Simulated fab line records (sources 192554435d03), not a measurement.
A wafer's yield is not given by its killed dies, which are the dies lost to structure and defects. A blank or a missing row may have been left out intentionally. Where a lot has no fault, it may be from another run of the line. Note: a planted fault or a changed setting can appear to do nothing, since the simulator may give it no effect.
fab line records -- flow n5_finfet
[record] lots = 6, wafers = 18, last_day = 17
route steps=1938 shown BEOL_M2@870 BEOL_M4@1111 PASSIVATION@1936
lots that met no fault: taken from a fault-free run of the same line
start_h: hours from the record's opening day to when the first of the lot's shown wafers began -- wait_h: hours since the lot's step before -- " same as the row above -- L1.1+2: a single row standing in for several wafers -- - either no value or no given start -- * or withheld: withheld -- < > ~ a bound
route shown NAME@n: NAME is a module with steps in the file, n the number in the route of the first one -- usual: mean and standard deviation over wafers with no fault -- same: alike in all rows -- chamber/n: place in a boat -- sites: each site's reading -- _std_site: the standard deviation of these -- _edge_site: inner sites' mean taken away from outer sites' mean -- radius_mm: for every site, how far away it sits from the centre of the wafer -- mask NAME#n: copy n -- behind: the most recent tool/chamber to have shaped the wafer -- hold: cause of the lot's hold/its duration in hours/its outcome -- device: which transistor (n, p or np) failed to switch -- end of line: the route-end tests of the same wafers -- a step with no rows: only its recipe -- killed: not the wafer's yield, but the dies lost to structure and defects at the first sort -- map: a wafer's dies, marking killed ones x, the rest . and places with no die _
set.NAME: the run value of the setting; set.NAME@STEP: its run value at that earlier step -- model.NAME: the simulator's own value behind a step, which no gauge read
lots seen at some steps along the route; tables by step, rows by wafer
services: from which hour (start_h, from the record's first day; less than 0 if before it) a tool's chamber was out of use, for how many hours, and why
[[steps]]
[step N5_BEOL_M2_COAT_22]
[recipe] resist = CAR-EUV, spin_rpm = 1500, resist_thk_nm = 30
[step N5_BEOL_M2_EBR_24]
[recipe] solvent = PGMEA, ebr_width_mm = 1.5
[step N5_BEOL_M2_SOFTBAKE_23]
[recipe] temp_c = 110, time_s = 60, resist = CAR-EUV
[step N5_BEOL_M2_EXPOSE_25]
[recipe] mask_id = V1, na = 0.33, source_shape = quasar, sigma_inner = 0.2, sigma_outer = 0.8, polarization = unpolarized, defocus_nm = 5, dose_mj = 63
[step N5_BEOL_M2_PEB_26]
[recipe] peb_temp_c = 100, peb_time_s = 60, resist = CAR-EUV
[step N5_BEOL_M2_DEVELOP_27]
[recipe] develop_time_s = 30, developer = TMAH, resist = CAR-EUV, rinse_liquid = surfactant_rinse, dry = air_spin, dev_temp_c = 23
[step N5_BEOL_M2_CD_MEAS_28]
[recipe] target_cd_nm = 26.2, landing_energy_ev = 500, detector = se_inlens, target_cd_y_nm = 24.1, polarity = opening
[usual] cd_nm = 26.17/0.25
lot.wafer,tool,chamber,start_h,wait_h,cd_nm
L661.1,cd_sem-01,0,129.88,-,25.91
L661.2,cd_sem-01,0,129.88,-,25.41
L661.6,cd_sem-01,0,129.88,-,25.43
L663.1,cd_sem-03,0,148.79,-,26.18
L663.2,cd_sem-03,0,148.79,-,26.20
L663.3,cd_sem-03,0,148.79,-,26.47
L665.1,cd_sem-01,0,153.71,-,26.31
L665.3,cd_sem-01,0,153.71,-,26.45
L665.5,cd_sem-01,0,153.71,-,26.01
L677.1,cd_sem-02,0,238.32,-,25.80
L677.4,cd_sem-02,0,238.32,-,26.27
L677.5,cd_sem-02,0,238.32,-,25.81
L679.2,cd_sem-02,0,244.80,-,26.42
L679.4,cd_sem-02,0,244.80,-,26.60
L679.5,cd_sem-02,0,244.80,-,26.27
L682.3,cd_sem-02,0,263.74,-,26.01
L682.4,cd_sem-02,0,263.74,-,26.17
L682.6,cd_sem-02,0,263.74,-,26.71
[step N5_BEOL_M2_OVL_MEAS_29]
[recipe] points_per_wafer = 522
[usual] V1_OVL = 0.3/0.76
lot.wafer,tool,chamber,start_h,wait_h,V1_OVL[nm]
L661.1,overlay-01,0,129.91,0.0,0.7
L661.2,overlay-01,0,129.91,0.0,0.4
L661.6,overlay-01,0,129.91,0.0,-0.8
L663.1,overlay-02,0,148.82,0.0,0.7
L663.2,overlay-02,0,148.82,0.0,1.1
L663.3,overlay-02,0,148.82,0.0,0.2
L665.1,overlay-01,0,153.74,0.0,0.0
L665.3,overlay-01,0,153.74,0.0,-0.5
L665.5,overlay-01,0,153.74,0.0,-0.3
L677.1,overlay-01,0,238.35,0.0,1.0
L677.4,overlay-01,0,238.35,0.0,1.2
L677.5,overlay-01,0,238.35,0.0,0.0
L679.2,overlay-02,0,244.84,0.0,0.2
L679.4,overlay-02,0,244.84,0.0,0.8
L679.5,overlay-02,0,244.84,0.0,1.7
L682.3,overlay-02,0,263.78,0.0,0.1
L682.4,overlay-02,0,263.78,0.0,-0.5
L682.6,overlay-02,0,263.78,0.0,-0.7
[step N5_BEOL_M2_INSPECT_30]
[recipe] mode = adi, inspect_instrument = brightfield
[usual] raw_defect_count = 404/82
lot.wafer,tool,chamber,start_h,wait_h,raw_defect_count
L661.1,defect_inspect-01,-,129.98,0.1,419
L661.2,defect_inspect-01,-,129.98,0.1,426
L661.6,defect_inspect-01,-,129.98,0.1,395
L663.1,defect_inspect-02,-,148.88,0.1,363
L663.2,defect_inspect-02,-,148.88,0.1,325
L663.3,defect_inspect-02,-,148.88,0.1,427
L665.1,defect_inspect-01,-,153.80,0.1,404
L665.3,defect_inspect-01,-,153.80,0.1,456
L665.5,defect_inspect-01,-,153.80,0.1,382
L677.1,defect_inspect-01,-,238.41,0.1,434
L677.4,defect_inspect-01,-,238.41,0.1,292
L677.5,defect_inspect-01,-,238.41,0.1,458
L679.2,defect_inspect-02,-,244.89,0.0,432
L679.4,defect_inspect-02,-,244.89,0.0,361
L679.5,defect_inspect-02,-,244.89,0.0,334
L682.3,defect_inspect-02,-,263.82,0.0,405
L682.4,defect_inspect-02,-,263.82,0.0,482
L682.6,defect_inspect-02,-,263.82,0.0,556
[step N5_BEOL_M2_DESCUM_33]
[recipe] chemistry = O2, time_s = 7, source_power_w = 50, bias_power_w = 20, pressure_mtorr = 20, rf_frequency_hz = 2.712e+07, temp_c = 40, resist = CAR-EUV, o2_flow_sccm = 225
[usual] drypump_motor_current_A = 5.9/0.5, oes_product_au = 0.80/0.094, rf_vpp_V = 243.5/1.3, showerhead_plenum_p_Torr = 2.11/0.073, throttle_valve_pct = 20.41/0.2
[same] time_s = 7
lot.wafer,tool,chamber,start_h,wait_h,drypump_motor_current_A,oes_product_au,rf_hours_counter_h,rf_vpp_V,showerhead_plenum_p_Torr,throttle_valve_pct
L661.1,rie_diel-01,1,130.38,0.4,6.4,0.70,213,242.2,2.09,20.91
L661.2,rie_diel-01,2,130.38,0.4,4.8,0.76,180,244.4,2.18,20.58
L661.6,rie_diel-01,2,130.38,0.4,4.8,0.76,-,244.4,2.18,20.56
L663.1,rie_diel-05,2,150.12,1.2,5.7,0.67,242,243.3,2.07,20.57
L663.2,rie_diel-05,1,150.12,1.2,6.2,0.73,184,244.6,2.08,20.23
L663.3,rie_diel-05,0,150.12,1.2,5.6,0.70,235,244.0,2.05,20.42
L665.1,rie_diel-01,0,153.83,0.0,5.6,0.99,2,245.5,2.22,20.23
L665.3,rie_diel-01,3,153.83,0.0,5.9,0.93,15,243.7,2.13,20.35
L665.5,rie_diel-01,0,153.83,0.0,5.6,1.00,-,244.7,2.22,20.24
L677.1,rie_diel-05,1,238.44,0.0,6.2,0.71,222,243.5,2.06,20.28
L677.4,rie_diel-05,2,238.44,0.0,5.7,0.95,21,242.4,2.06,20.36
L677.5,rie_diel-05,1,238.44,0.0,6.2,0.71,-,242.4,2.06,20.28
L679.2,rie_diel-01,2,244.93,0.0,4.8,0.72,214,245.2,2.17,20.63
L679.4,rie_diel-01,0,244.93,0.0,5.6,0.91,-,244.8,2.21,20.27
L679.5,rie_diel-01,3,244.93,0.0,5.9,0.86,-,241.9,2.12,20.37
L682.3,rie_diel-05,3,263.86,0.0,5.5,0.81,81,244.4,2.22,20.55
L682.4,rie_diel-05,1,263.86,0.0,6.2,0.70,230,242.0,2.06,20.31
L682.6,rie_diel-05,2,263.86,0.0,5.7,0.91,-,241.4,2.06,20.37
[step N5_BEOL_M2_ETCH_77]
[recipe] chemistry = N2/H2, target = underlayer, target_depth_a = 65, mask_material = CAR-EUV, time_s = 5.2, ion_energy_ev = 200, pressure_mtorr = 30, source_w = 840, bias_w = 150, n2_flow_sccm = 200, h2_flow_sccm = 200, ends = cleared
[usual] drypump_motor_current_A = 5.9/0.5, etch_rf_on_time_s = 5.15/0.12, oes_product_au = 0.68/0.081, rf_vpp_V = 524.5/2.8, showerhead_plenum_p_Torr = 2.56/0.091, throttle_valve_pct = 17.83/0.15
lot.wafer,tool,chamber,start_h,wait_h,drypump_motor_current_A,etch_rf_on_time_s,oes_product_au,rf_hours_counter_h,rf_vpp_V,showerhead_plenum_p_Torr,throttle_valve_pct
L661.1,rie_diel-01,1,130.42,0.0,6.5,5.46,0.58,213,521.1,2.51,18.11
L661.2,rie_diel-01,2,130.42,0.0,4.8,5.09,0.65,180,526.3,2.63,17.98
L661.6,rie_diel-01,2,130.42,0.0,4.8,5.06,0.64,-,526.4,2.63,17.95
L663.1,rie_diel-05,2,150.16,0.0,5.7,5.21,0.57,242,523.0,2.51,18.05
L663.2,rie_diel-05,1,150.16,0.0,6.2,5.05,0.62,184,522.5,2.52,17.59
L663.3,rie_diel-05,0,150.16,0.0,5.6,5.31,0.59,235,522.4,2.52,18.08
L665.1,rie_diel-01,0,153.87,0.0,5.6,5.21,0.85,2,527.8,2.73,17.74
L665.3,rie_diel-01,3,153.87,0.0,5.9,4.95,0.80,15,524.9,2.60,17.89
L665.5,rie_diel-01,0,153.87,0.0,5.6,5.19,0.86,-,529.2,2.73,17.74
L677.1,rie_diel-05,1,238.48,0.0,6.2,5.14,0.60,222,523.8,2.50,17.65
L677.4,rie_diel-05,2,238.48,0.0,5.8,5.21,0.79,21,521.5,2.50,17.77
L677.5,rie_diel-05,1,238.48,0.0,6.3,5.09,0.61,-,521.4,2.50,17.66
L679.2,rie_diel-01,2,244.96,0.0,4.8,5.19,0.63,214,527.9,2.62,18.03
L679.4,rie_diel-01,0,244.96,0.0,5.6,5.11,0.78,-,526.3,2.71,17.79
L679.5,rie_diel-01,3,244.96,0.0,5.9,4.95,0.76,-,525.2,2.59,17.94
L682.3,rie_diel-05,3,263.89,0.0,5.5,5.31,0.69,81,526.1,2.67,17.68
L682.4,rie_diel-05,1,263.89,0.0,6.2,5.15,0.61,230,523.6,2.50,17.65
L682.6,rie_diel-05,2,263.89,0.0,5.7,5.20,0.79,-,522.9,2.49,17.77
[step N5_BEOL_M2_ETCH_69]
[recipe] chemistry = CF4, target = SiARC, target_depth_a = 156, mask_material = CAR-EUV, time_s = 26, ion_energy_ev = 80, pressure_mtorr = 40, source_w = 545, bias_w = 36, Ar_flow_sccm = 100, cf4_flow_sccm = 100, ends = cleared
[usual] drypump_motor_current_A = 5.9/0.5, etch_rf_on_time_s = 25.8/0.62, oes_product_au = 0.68/0.082, rf_vpp_V = 184.4/1.3, showerhead_plenum_p_Torr = 2.16/0.069, throttle_valve_pct = 15.62/0.17
lot.wafer,tool,chamber,start_h,wait_h,drypump_motor_current_A,etch_rf_on_time_s,oes_product_au,rf_hours_counter_h,rf_vpp_V,showerhead_plenum_p_Torr,throttle_valve_pct
L661.1,rie_diel-01,1,130.43,0.0,6.5,27.3,0.58,213,184.1,2.13,16.08
L661.2,rie_diel-01,2,130.43,0.0,4.8,25.6,0.64,180,185.7,2.21,15.68
L661.6,rie_diel-01,2,130.43,0.0,4.8,25.5,0.65,-,183.6,2.21,15.70
L663.1,rie_diel-05,2,150.17,0.0,5.7,26.1,0.57,242,184.5,2.12,15.82
L663.2,rie_diel-05,1,150.17,0.0,6.2,25.6,0.63,184,184.2,2.14,15.55
L663.3,rie_diel-05,0,150.17,0.0,5.6,26.6,0.59,235,183.4,2.12,15.79
L665.1,rie_diel-01,0,153.89,0.0,5.6,25.9,0.84,2,187.1,2.28,15.48
L665.3,rie_diel-01,3,153.89,0.0,5.9,24.7,0.81,15,186.0,2.20,15.54
L665.5,rie_diel-01,0,153.89,0.0,5.6,25.8,0.85,-,184.1,2.28,15.48
L677.1,rie_diel-05,1,238.49,0.0,6.2,25.9,0.60,222,182.6,2.13,15.65
L677.4,rie_diel-05,2,238.49,0.0,5.7,26.3,0.80,21,182.5,2.11,15.43
L677.5,rie_diel-05,1,238.49,0.0,6.2,26.1,0.59,-,184.3,2.13,15.65
L679.2,rie_diel-01,2,244.98,0.0,4.8,26.1,0.62,214,184.5,2.20,15.74
L679.4,rie_diel-01,0,244.98,0.0,5.6,26.0,0.78,-,185.2,2.27,15.54
L679.5,rie_diel-01,3,244.98,0.0,5.9,25.1,0.76,-,185.3,2.19,15.60
L682.3,rie_diel-05,3,263.91,0.0,5.5,26.6,0.69,81,184.3,2.26,15.62
L682.4,rie_diel-05,1,263.91,0.0,6.2,26.0,0.60,230,183.7,2.12,15.66
L682.6,rie_diel-05,2,263.91,0.0,5.7,26.0,0.79,-,185.2,2.11,15.44
[step N5_BEOL_M2_ALD_98]
[recipe] material = SiO2, target_thk_a = 25, temp_c = 100, ald_precursor_family = BDEAS, ald_co_reactant = O2-plasma, pulse_time_s = 1, co_reactant_pulse_time_s = 1, purge_time_s = 2, co_reactant_purge_time_s = 2, ald_cycles = 17, pressure_torr = 2
[usual] ald_cycles = 17/0, chamber_pressure_Torr = 2.000/0.0043, heater_power_w = 78/7.4, precursor_pulse_height_rel = 1.004/0.019
lot.wafer,tool,chamber,start_h,wait_h,ald_cycles,chamber_pressure_Torr,heater_power_w,precursor_pulse_height_rel,since_wet_clean_h
L661.1,ald_sin-01,3,130.52,0.1,17,1.997,79,1.009,123
L661.2,ald_sin-01,0,130.52,0.1,17,2.001,84,1.021,123
L661.6,ald_sin-01,0,130.52,0.1,17,1.990,83,1.034,-
L663.1,ald_sin-04,2,150.25,0.1,17,2.002,70,0.976,246
L663.2,ald_sin-04,1,150.25,0.1,17,2.001,72,1.013,246
L663.3,ald_sin-04,0,150.25,0.1,17,2.004,94,0.992,246
L665.1,ald_sin-04,0,154.00,0.1,17,1.999,95,0.996,250
L665.3,ald_sin-04,2,154.00,0.1,17,2.000,71,1.002,250
L665.5,ald_sin-04,2,154.00,0.1,17,2.000,69,0.981,-
L677.1,ald_sin-01,1,238.76,0.2,-,-,-,-,-
L677.4,ald_sin-01,3,238.76,0.2,-,-,-,-,-
L677.5,ald_sin-01,3,238.76,0.2,-,-,-,-,-
L679.2,ald_sin-04,3,245.06,0.1,-,-,-,-,-
L679.4,ald_sin-04,0,245.06,0.1,-,-,-,-,-
L679.5,ald_sin-04,2,245.06,0.1,-,-,-,-,-
L682.3,ald_sin-01,1,263.99,0.1,17,2.000,73,1.043,256
L682.4,ald_sin-01,0,263.99,0.1,17,2.003,85,1.004,256
L682.6,ald_sin-01,0,263.99,0.1,17,2.000,84,1.023,-
[step N5_BEOL_M2_ETCHBACK_99]
[recipe] chemistry = CHF3, target = SiO2, target_depth_a = 50, time_s = 10.4, source_w = 215, bias_w = 47, Ar_flow_sccm = 200, CHF3_flow_sccm = 12, ion_energy_ev = 100, pressure_mtorr = 30
[usual] drypump_motor_current_A = 5.8/0.47, oes_product_au = 0.81/0.1, rf_vpp_V = 242/4.4, showerhead_plenum_p_Torr = 2.18/0.072, throttle_valve_pct = 17.11/0.2
[same] time_s = 10.4
lot.wafer,tool,chamber,start_h,wait_h,drypump_motor_current_A,oes_product_au,rf_hours_counter_h,rf_vpp_V,showerhead_plenum_p_Torr,throttle_valve_pct
L661.1,rie_diel-05,1,130.88,0.3,6.2,0.74,178,249,2.16,17.01
L661.2,rie_diel-05,0,130.88,0.3,5.6,0.69,229,239,2.12,17.13
L661.6,rie_diel-05,3,130.88,0.3,5.5,0.90,-,248,2.29,17.00
L663.1,rie_diel-01,0,150.47,0.2,5.6,1.01,1,242,2.29,16.92
L663.2,rie_diel-01,2,150.47,0.2,4.8,0.75,186,240,2.23,17.21
L663.3,rie_diel-01,1,150.47,0.2,6.4,0.69,222,244,2.14,17.56
L665.1,rie_diel-02,1,154.40,0.3,5.4,0.72,186,241,2.14,17.17
L665.3,rie_diel-02,3,154.40,0.3,6.6,0.75,148,240,2.15,17.05
L665.5,rie_diel-02,2,154.40,0.3,6.3,0.89,-,232,2.28,16.83
L677.1,rie_diel-01,3,242.78,4.0,5.9,0.88,42,241,2.21,17.11
L677.4,rie_diel-01,1,242.78,4.0,6.5,0.67,249,243,2.13,17.61
L677.5,rie_diel-01,0,242.78,4.0,5.6,0.92,-,243,2.28,16.97
L679.2,rie_diel-05,0,255.18,10.1,5.6,0.93,12,240,2.11,16.79
L679.4,rie_diel-05,3,255.18,10.1,5.5,0.81,78,247,2.28,17.07
L679.5,rie_diel-05,3,255.18,10.1,5.5,0.82,-,247,2.28,17.09
L682.3,rie_diel-05,0,267.14,3.1,5.6,0.92,16,239,2.11,16.80
L682.4,rie_diel-05,2,267.14,3.1,5.7,0.92,29,237,2.12,16.95
L682.6,rie_diel-05,1,267.14,3.1,6.2,0.70,-,249,2.14,17.11
[step N5_BEOL_M4_RC_MEAS_101]
[usual] DIBL_N = 35.9/1.7, DIBL_P = 35.8/2.2, IOFF_N = 0.15/0.03, IOFF_P = 0.21/0.036, ION_N = 674/12, ION_P = 463/7.2, SS_N = 71.3/0.59, SS_P = 73.1/0.69, VT_N = 250/3, VT_P = -251/3.2
lot.wafer,tool,chamber,start_h,wait_h,DIBL_N[mV/V],DIBL_P[mV/V],IOFF_N[nA/um],IOFF_P[nA/um],ION_N[uA/um],ION_P[uA/um],SS_N[mV/dec],SS_P[mV/dec],VT_N[mV],VT_P[mV]
L661.1,prober-02,0,160.27,0.0,34.4,34.6,0.13,0.19,672,464,71.2,72.9,251,-253
L661.2,prober-02,0,160.27,0.0,35.9,36.8,0.15,0.22,674,472,71.2,73.7,251,-249
L661.6,prober-02,0,160.27,0.0,35.3,36.3,0.14,0.21,672,466,71.1,73.3,248,-252
L663.1,prober-01,0,177.11,0.1,36.4,35.7,0.16,0.24,672,464,71.5,73.7,248,-248
L663.2,prober-01,0,177.11,0.1,33.9,34.0,0.12,0.22,654,457,71.9,72.8,251,-249
L663.3,prober-01,0,177.11,0.1,37.6,37.5,0.18,0.27,678,473,72.1,74.2,250,-247
L665.1,prober-01,0,186.03,0.0,37.2,37.6,0.18,0.23,682,464,71.9,73.4,249,-251
L665.3,prober-01,0,186.03,0.0,36.8,36.5,0.17,0.22,683,470,71.4,73.9,248,-249
L665.5,prober-01,0,186.03,0.0,37.8,38.2,0.19,0.25,678,469,72.3,74.0,248,-250
L677.1,prober-02,0,274.66,0.0,37.4,37.7,0.17,0.21,681,461,71.8,73.2,248,-252
L677.4,prober-02,0,274.66,0.0,35.4,35.6,0.14,0.18,679,459,71.6,73.4,250,-253
L677.5,prober-02,0,274.66,0.0,36.6,36.5,0.15,0.19,664,455,71.7,73.3,252,-250
L679.2,prober-02,0,279.76,0.2,36.3,32.9,0.15,0.18,678,464,71.9,72.9,251,-253
L679.4,prober-02,0,279.76,0.2,31.7,27.9,0.08,0.13,649,452,69.9,71.2,258,-254
L679.5,prober-02,0,279.76,0.2,36.8,33.6,0.15,0.19,676,462,70.8,72.8,252,-252
L682.3,prober-02,0,307.67,0.3,37.7,37.0,0.20,0.23,693,470,72.2,73.7,244,-250
L682.4,prober-02,0,307.67,0.3,35.1,33.8,0.14,0.19,672,461,72.2,72.1,250,-250
L682.6,prober-02,0,307.67,0.3,36.1,35.1,0.16,0.20,677,457,72.2,73.6,249,-250
[step N5_PASSIVATION_PROBE_49]
[usual] defect_limited_yield = 91.0/1.5, killed_at_M0_to_M3 = 35/12, killed_at_M4_up = 15/5.8, killed_at_contacts = 14/7.2, killed_at_front_end = 40/10, killed_at_other = 3/3, killed_dies = 106/18, killed_open = 68/14, killed_short = 35/7.2, sort_bin_5_function = 5.2/0.96, sort_bin_6_memory = 3.3/0.69, sort_n_pass = 1074/18, sort_yield_pct = 91.0/1.5
[same] gross_dies = 1180, killed_at_back_side = 0, sort_bin_4_leakage[%] = 0, sort_bin_8_speed[%] = 0
lot.wafer,tool,chamber,start_h,wait_h,defect_limited_yield[%],killed_at_M0_to_M3,killed_at_M4_up,killed_at_contacts,killed_at_front_end,killed_at_other,killed_dies,killed_open,killed_short,sort_bin_5_function[%],sort_bin_6_memory[%],sort_n_pass,sort_yield_pct[%]
L661.1,prober-02,-,263.95,0.0,92.2,25,9,20,38,0,92,67,24,4.2,3.2,1088,92.2
L661.2,prober-02,-,264.00,0.1,89.7,33,14,27,45,2,121,80,35,5.4,4.0,1059,89.7
L661.6,prober-02,-,264.20,0.3,92.1,39,8,15,26,5,93,59,33,5.1,2.5,1087,92.1
L663.1,prober-01,-,280.32,0.0,92.3,28,14,6,38,5,91,63,27,4.9,2.5,1089,92.3
L663.2,prober-01,-,280.37,0.1,92.0,22,12,11,47,2,94,50,35,4.3,2.9,1086,92.0
L663.3,prober-01,-,280.42,0.1,90.6,50,11,5,43,2,111,71,40,6.2,2.7,1069,90.6
L665.1,prober-02,-,288.47,0.0,90.7,24,24,10,46,6,110,74,35,4.9,4.1,1070,90.7
L665.3,prober-02,-,288.57,0.1,94.1,28,4,12,25,1,70,49,18,3.4,2.3,1110,94.1
L665.5,prober-02,-,288.67,0.2,91.9,23,16,13,42,1,95,52,42,4.7,3.3,1085,91.9
L677.1,prober-02,-,374.10,0.0,93.3,26,9,11,31,2,79,42,34,3.4,3.1,1101,93.3
L677.4,prober-02,-,374.25,0.2,91.4,33,19,10,28,11,101,65,33,4.7,3.1,1079,91.4
L677.5,prober-02,-,374.30,0.2,90.6,35,17,16,29,14,111,72,35,5.6,3.6,1069,90.6
L679.2,prober-02,-,381.45,0.1,89.9,44,19,12,43,1,119,75,40,5.3,4.2,1061,89.9
L679.4,prober-02,-,381.55,0.2,90.0,37,17,20,41,3,118,82,36,5.8,4.0,1062,90.0
L679.5,prober-02,-,381.60,0.2,89.7,41,16,20,41,3,121,81,39,6.6,3.3,1059,89.7
L682.3,prober-02,-,415.39,0.1,91.7,22,12,10,42,12,98,63,33,5.1,3.1,1082,91.7
L682.4,prober-02,-,415.44,0.2,93.1,21,7,14,35,4,81,48,29,3.7,2.7,1099,93.1
L682.6,prober-02,-,415.54,0.3,89.7,33,17,7,59,6,122,56,60,6.6,3.1,1058,89.7
// killed by level:class
L661.1 MOL_CONTACT_COAG:geometric_particle:open=18 FIN_SAQP:geometric_particle:open=12 FIN_SAQP:geometric_particle:short=9 BEOL_M2:geometric_particle:open=8 DUMMY_GATE:geometric_particle:open=5 BEOL_M0_SAQP:geometric_particle:open=4 STI_FIN_REVEAL:geometric_particle:open=3 GATE_CUT:geometric_particle:open=3
L661.2 MOL_CONTACT_COAG:geometric_particle:open=18 BEOL_M1:geometric_particle:open=12 BEOL_M0_SAQP:geometric_particle:open=11 MOL_CONTACT_COAG:geometric_particle:short=9 FIN_SAQP:geometric_particle:open=8 FIN_SAQP:geometric_particle:short=7 DUMMY_GATE:geometric_particle:open=5 BEOL_M3:geometric_particle:open=5
L661.6 BEOL_M1:geometric_particle:open=13 MOL_CONTACT_COAG:geometric_particle:open=11 FIN_SAQP:geometric_particle:open=9 BEOL_M0_SAQP:geometric_particle:open=8 BEOL_M0_SAQP:geometric_particle:short=7 FIN_SAQP:geometric_particle:short=5 MOL_CONTACT_COAG:geometric_particle:short=4 BEOL_M2:geometric_particle:short=3
L663.1 STI_FIN_REVEAL:geometric_particle:open=16 BEOL_M0_SAQP:geometric_particle:open=12 FIN_SAQP:geometric_particle:open=9 BEOL_M4:geometric_particle:open=7 FIN_SAQP:geometric_particle:short=6 BEOL_M0_SAQP:geometric_particle:short=6 MOL_CONTACT_COAG:geometric_particle:open=4 BEOL_M2:geometric_particle:open=4
L663.2 FIN_SAQP:geometric_particle:short=14 MOL_CONTACT_COAG:geometric_particle:open=8 FIN_SAQP:geometric_particle:open=6 BEOL_M0_SAQP:geometric_particle:open=6 BEOL_M0_SAQP:geometric_particle:short=5 BEOL_M1:geometric_particle:open=5 HKMG_FIN:area_etch=5 STI_FIN_REVEAL:geometric_particle:open=4
L663.3 BEOL_M1:geometric_particle:open=14 FIN_SAQP:geometric_particle:short=12 BEOL_M0_SAQP:geometric_particle:open=10 BEOL_M0_SAQP:geometric_particle:short=8 STI_FIN_REVEAL:geometric_particle:open=6 BEOL_M3:geometric_particle:open=6 BEOL_M0:geometric_particle:open=5 FIN_SAQP:geometric_particle:open=4
L665.1 BEOL_M4:geometric_particle:open=11 FIN_SAQP:geometric_particle:open=10 FIN_SAQP:geometric_particle:short=8 STI_FIN_REVEAL:geometric_particle:open=7 MOL_CONTACT_COAG:geometric_particle:open=7 BEOL_M3:geometric_particle:open=7 BEOL_M0_SAQP:geometric_particle:open=6 ILD0:geometric_particle:open=5
L665.3 MOL_CONTACT_COAG:geometric_particle:open=10 STI_FIN_REVEAL:geometric_particle:open=7 BEOL_M2:geometric_particle:open=7 FIN_SAQP:geometric_particle:short=6 BEOL_M0_SAQP:geometric_particle:open=5 BEOL_M4:geometric_particle:open=4 FIN_SAQP:geometric_particle:open=3 ILD0:geometric_particle:open=3
L665.5 FIN_SAQP:geometric_particle:short=18 MOL_CONTACT_COAG:geometric_particle:open=12 GATE_CUT:geometric_particle:short=8 BEOL_M0_SAQP:geometric_particle:open=6 FIN_SAQP:geometric_particle:open=5 BEOL_M4:geometric_particle:open=5 BEOL_M2:geometric_particle:open=5 BEOL_M0_SAQP:geometric_particle:short=4
L677.1 MOL_CONTACT_COAG:geometric_particle:open=8 FIN_SAQP:geometric_particle:short=6 GATE_CUT:geometric_particle:short=6 BEOL_M3:geometric_particle:open=6 FIN_SAQP:geometric_particle:open=5 BEOL_M1:geometric_particle:open=5 BEOL_M2:geometric_particle:open=5 STARTING-WAFER:geometric_particle:short=4
L677.4 STI_FIN_REVEAL:geometric_particle:open=9 BEOL_M1:geometric_particle:open=9 MOL_CONTACT_COAG:geometric_particle:open=8 BEOL_M4:geometric_particle:open=8 FIN_SAQP:geometric_particle:short=4 MIM_TOP_ETCH:geometric_particle:short=4 BEOL_M0_SAQP:geometric_particle:short=4 BEOL_M0_SAQP:geometric_particle:open=4
L677.5 MOL_CONTACT_COAG:geometric_particle:open=11 FIN_SAQP:geometric_particle:open=9 BEOL_M1:geometric_particle:open=9 BEOL_M0_SAQP:geometric_particle:short=7 BEOL_M4:geometric_particle:open=6 BEOL_M3:geometric_particle:open=5 FIN_SAQP:geometric_particle:short=4 STI_FIN_REVEAL:geometric_particle:open=4
L679.2 BEOL_M0_SAQP:geometric_particle:short=17 BEOL_M0_SAQP:geometric_particle:open=13 BEOL_M4:geometric_particle:open=11 FIN_SAQP:geometric_particle:open=10 MOL_CONTACT_COAG:geometric_particle:open=8 DUMMY_GATE:geometric_particle:open=7 FIN_SAQP:geometric_particle:short=5 STARTING-WAFER:geometric_particle:open=5
L679.4 MOL_CONTACT_COAG:geometric_particle:open=14 BEOL_M0_SAQP:geometric_particle:open=12 STI_FIN_REVEAL:geometric_particle:open=11 BEOL_M4:geometric_particle:open=11 FIN_SAQP:geometric_particle:open=8 DUMMY_GATE:geometric_particle:open=7 MOL_CONTACT_COAG:geometric_particle:short=6 BEOL_M1:geometric_particle:short=6
L679.5 MOL_CONTACT_COAG:geometric_particle:open=17 BEOL_M0_SAQP:geometric_particle:short=13 BEOL_M0_SAQP:geometric_particle:open=13 DUMMY_GATE:geometric_particle:open=11 STI_FIN_REVEAL:geometric_particle:open=8 BEOL_M4:geometric_particle:open=6 GATE_CUT:geometric_particle:open=5 BEOL_M1:geometric_particle:open=5
L682.3 STI_FIN_REVEAL:geometric_particle:open=16 BEOL_M0_SAQP:geometric_particle:open=7 MOL_CONTACT_COAG:geometric_particle:open=7 STARTING-WAFER:geometric_particle:short=6 FIN_SAQP:geometric_particle:open=5 ILD0:geometric_particle:short=5 BEOL_M0_SAQP:geometric_particle:short=5 BEOL_M1:geometric_particle:open=4
L682.4 MOL_CONTACT_COAG:geometric_particle:open=9 BEOL_M0_SAQP:geometric_particle:open=7 BEOL_M0_SAQP:geometric_particle:short=7 FIN_SAQP:geometric_particle:short=6 FIN_SAQP:geometric_particle:open=6 STI_FIN_REVEAL:geometric_particle:open=5 STARTING-WAFER:geometric_particle:open=5 ILD0:geometric_particle:short=4
L682.6 FIN_SAQP:geometric_particle:short=20 BEOL_M0_SAQP:geometric_particle:short=14 FIN_SAQP:geometric_particle:open=12 BEOL_M4:geometric_particle:open=7 MOL_CONTACT_COAG:geometric_particle:open=6 BEOL_M1:geometric_particle:open=6 BEOL_M0_SAQP:geometric_particle:open=5 STI_FIN_REVEAL:geometric_particle:short=4
[[services]]
tool,chamber,start_h,hours,kind
rie_diel-01,0,127.32,-,clean
rie_diel-01,0,127.32,-,consumable_replace:focus_ring
rie_diel-01,0,127.32,-,consumable_replace:showerhead
rie_diel-01,0,127.32,22.1,scheduled_down
rie_diel-01,0,127.32,22.1,vent_cycle
rie_diel-05,2,174.17,-,clean
rie_diel-05,2,174.17,-,consumable_replace:focus_ring
rie_diel-05,2,174.17,18.4,scheduled_down
rie_diel-05,2,174.17,18.4,vent_cycle
rie_diel-05,0,193.08,-,clean
rie_diel-05,0,193.08,-,consumable_replace:focus_ring
rie_diel-05,0,193.08,30.1,scheduled_down
rie_diel-05,0,193.08,30.1,vent_cycle
rie_diel-02,-,195.44,3.7,repair
ald_sin-04,0,204.08,6.1,repair
ald_sin-01,2,214.28,9.8,repair
ald_sin-01,1,217.40,3.8,repair
rie_diel-01,1,244.89,-,clean
rie_diel-01,1,244.89,-,consumable_replace:focus_ring
rie_diel-01,1,244.89,16.2,scheduled_down
rie_diel-01,1,244.89,16.2,vent_cycle
rie_diel-02,2,248.76,6.5,repair
ald_sin-04,1,251.22,-,calibration
rie_diel-01,-,253.57,0.8,repair
[[key]]
[first_sign] step = N5_BEOL_M2_ALD_98, reading = tool_record, direction = missing
effect none on later readings
met_at N5_BEOL_M2_ALD_98
struck_wafers L677.1,L677.4,L677.5,L679.2,L679.4,L679.5
onset_between 154.00 238.76
[fault] kind = skipped_step_whole, tool = ald_sin-01,ald_sin-04, chamber = -, onset_h = 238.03, steps = N5_BEOL_M2_ALD_98, scope = struck_lots_only
